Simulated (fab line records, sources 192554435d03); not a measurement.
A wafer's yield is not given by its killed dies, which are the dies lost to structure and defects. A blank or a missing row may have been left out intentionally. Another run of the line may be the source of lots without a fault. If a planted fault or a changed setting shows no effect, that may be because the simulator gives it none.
What tool caused it? -- flow n5 finfet -- 20 wafers from 7 lots sampled at 5 of the route's 1938 steps

== WHAT EACH GAUGE READ, for each wafer ==
N5_SD_EPI_P_EPI_MEAS_23.
lot,measured,on,thk nm (nm)
L211,day 3 18:09,film metro-01,59.8 59.2 60.8
L215,day 4 15:28,film metro-01,72.4 75.3 74.6
L224,day 7 02:53,film metro-01,61.8 63.0 61.0
L227,day 7 16:16,film metro-01,60.0 61.7 60.5
L229,day 8 05:25,film metro-01,60.1 60.2 59.4
L231,day 8 18:33,film metro-01,59.7 62.1 60.4
L233,day 9 08:16,film metro-02,61.6 62.5

== WHAT TOOL EACH LOT RAN ON (gives the tool, then ch and the chambers of the sampled wafers, and finally the start) ==
lot,N5_SD_EPI_N_SD_RECESS_17,N5_SD_EPI_P_ETCH_36,N5_SD_EPI_P_ETCH_16,N5_SD_EPI_P_EPI_21
L211,"rie si-06 ch 1,3, day 3 10:07","rie diel-06 ch 1,2, day 3 13:48","rie diel-06 ch 1,2, day 3 14:23","epi rpcvd-04 ch 0, day 3 15:14"
L215,"rie si-01 ch 0,3, day 4 06:34","rie diel-04 ch 0,1, day 4 11:06","rie diel-04 ch 0,1, day 4 11:41","epi rpcvd-02 ch 0, day 4 12:33"
L224,"rie si-06 ch 1,2,3, day 6 18:27","rie diel-06 ch 0,1,2, day 6 23:22","rie diel-06 ch 0,1,2, day 6 23:56","epi rpcvd-03 ch 0, day 7 00:40"
L227,"rie si-06 ch 0,1,2, day 7 08:01","rie diel-03 ch 0,1,2, day 7 12:46","rie diel-03 ch 0,1,2, day 7 13:21","epi rpcvd-03 ch 0, day 7 14:05"
L229,"rie si-01 ch 0,2,3, day 7 21:22","rie diel-04 ch 0,2,3, day 8 01:54","rie diel-04 ch 0,2,3, day 8 02:29","epi rpcvd-03 ch 0, day 8 03:13"
L231,"rie si-06 ch 0,1,2, day 8 09:03","rie diel-03 ch 0,1, day 8 13:05","rie diel-03 ch 0,1, day 8 13:40","epi rpcvd-04 ch 0, day 8 15:19"
L233,"rie si-06 ch 2, day 8 20:58","rie diel-06 ch 0,1, day 9 02:47","rie diel-06 ch 0,1, day 9 03:22","epi rpcvd-04 ch 0, day 9 05:01"
- N5_SD_EPI_N_SD_RECESS_17: chemistry HBr/Cl2/O2, target depth 41 nm, time 23.7 s, bt time 3 s.
- N5_SD_EPI_P_ETCH_36: etches SiARC in CF4, target depth 45.5 nm, time 75.8 s.
- N5_SD_EPI_P_ETCH_16: etches SiO2 in CHF3/O2, target depth 5 nm.
- N5_SD_EPI_P_EPI_21: deposits SiGe:B, time 355 s.

== THE ANSWER, worked out from the rows above alone ==
Rule: the lots themselves supply what counts as usual. Put in order of their means at a reading, lots are off if they are a third of the lots or fewer, leave a main group of 4 or more, and stand apart from it by a gap of 3 or more times the standard deviation of the main group's means; of several such gaps the widest counts. If all means in a main group match to the digits the tables above print for the reading, that group is not used. A lot without any number at a reading at which 4 lots or more have one is off too. All remaining lots with rows at the step are treated as sound.
Off at N5_SD_EPI_P_EPI_MEAS_23 (thk nm): L215. Mean 60.9 nm and standard deviation 0.85 in the main group.
A tool fits if, at a process step before that reading, it ran every lot that is off, and no sound lot after the first of them. The gauges at N5_SD_EPI_P_EPI_MEAS_23 are tried like those tools. One fits: N5_SD_EPI_P_EPI_21 on epi rpcvd-02. It ran no sound lot before its first lot that is off in this sample, so the start can't be narrowed down.

== WHAT THE SIMULATOR HAD PUT IN ==
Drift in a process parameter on epi rpcvd-02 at N5_SD_EPI_P_EPI_21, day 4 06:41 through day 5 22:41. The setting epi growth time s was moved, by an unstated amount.
Lots struck among those shown: L215. This agrees with what the rule above found.
